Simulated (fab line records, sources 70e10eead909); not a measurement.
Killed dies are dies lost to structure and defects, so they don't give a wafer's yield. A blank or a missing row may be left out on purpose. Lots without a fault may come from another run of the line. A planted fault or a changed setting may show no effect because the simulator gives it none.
Tool commonality check | flow nand_harc | 3 lots, 9 wafers sampled

WHY IT WAS OPENED
At NHARC_END_SORT_01 the reading killed_at_periphery is flagged on 2 of 3 lots. Wafers without a fault read 2.8, standard deviation 1.9.
Rule: a lot is flagged when every wafer of it that has a number lies more than 4 standard deviations from that mean, or none has a number. The other lots count as sound.

lot  | measured     | on        | killed_at_periphery, wafer by wafer | flag
L643 | day 21 02:32 | prober-01 | 662 658 666                         | FLAGGED
L642 | day 21 03:22 | prober-02 | 640 650 645                         | FLAGGED
L650 | day 24 00:11 | prober-01 | 2 2 1                               |
The numbers of the flagged lots are 653.5 on average: +650.7 against the usual, or +99 or more standard deviations.

WHICH TOOL RAN EACH LOT
The record holds 3 process steps before the reading, out of a route of 1159 steps. In each cell: the tool, then ch and the chambers that the sampled wafers went through, then the start.
lot  | flag    | NHARC_P_ZERO_WELL_EXPOSE_34      | NHARC_A_BONDPAD_PVD_17                  | NHARC_A_BONDPAD_ANNEAL_28
L643 | FLAGGED | krf_scanner-03 ch 0, day 3 09:52 | pvd_sputter-02, day 19 22:13 or earlier | rtp_anneal-02 ch 0, day 19 22:13
L642 | FLAGGED | krf_scanner-03 ch 0, day 3 04:05 | pvd_sputter-02, day 19 21:34 or earlier | rtp_anneal-01 ch 0, day 19 21:34
L650 |         | krf_scanner-02 ch 0, day 5 03:55 | pvd_sputter-03, day 22 13:26 or earlier | rtp_anneal-01 ch 0, day 22 13:26
What these steps do:
- NHARC_P_ZERO_WELL_EXPOSE_34: exposes mask P PWELL, target cd 720 nm.
- NHARC_A_BONDPAD_PVD_17: deposits TaN, target thk 5 nm, time 8.06 s.
- NHARC_A_BONDPAD_ANNEAL_28: time 90 s.
- NHARC_END_SORT_01

FLAGGED OVER TOTAL, TOOL BY TOOL (the gauges that took the reading come last)
step                        | tool           | lots run | flagged | share of the flagged lots | sound lots run after its first flagged lot
NHARC_P_ZERO_WELL_EXPOSE_34 | krf_scanner-02 | 1        | 0       | none                      | -
NHARC_P_ZERO_WELL_EXPOSE_34 | krf_scanner-03 | 2        | 2       | all                       | 0
NHARC_A_BONDPAD_PVD_17      | pvd_sputter-02 | 2        | 2       | all                       | 0
NHARC_A_BONDPAD_PVD_17      | pvd_sputter-03 | 1        | 0       | none                      | -
NHARC_A_BONDPAD_ANNEAL_28   | rtp_anneal-01  | 2        | 1       | some                      | 1 (L650)
NHARC_A_BONDPAD_ANNEAL_28   | rtp_anneal-02  | 1        | 1       | some                      | 0
NHARC_END_SORT_01           | prober-01      | 2        | 1       | some                      | 1 (L650)
NHARC_END_SORT_01           | prober-02      | 1        | 1       | some                      | 0
NHARC_A_BONDPAD_PVD_17 gives no start for some lots, so the hours and the order of its lots are those of NHARC_A_BONDPAD_ANNEAL_28.

WHAT THE TABLE ALLOWS
2 rows of the table ran every flagged lot: krf_scanner-03 at NHARC_P_ZERO_WELL_EXPOSE_34, pvd_sputter-02 at NHARC_A_BONDPAD_PVD_17.
- krf_scanner-03 at NHARC_P_ZERO_WELL_EXPOSE_34: 2 of its 2 lots flagged. It ran no sound lot before its first flagged lot in this sample, so the start can't be narrowed down.
- pvd_sputter-02 at NHARC_A_BONDPAD_PVD_17: 2 of its 2 lots flagged. It ran no sound lot before its first flagged lot in this sample, so the start can't be narrowed down.
Counting lots can't tell these 2 tools apart, because each fits a fault that began at some hour. More lots, or a look at what each step does to the wafer, might.

WHAT THE SIMULATOR HAD PUT IN
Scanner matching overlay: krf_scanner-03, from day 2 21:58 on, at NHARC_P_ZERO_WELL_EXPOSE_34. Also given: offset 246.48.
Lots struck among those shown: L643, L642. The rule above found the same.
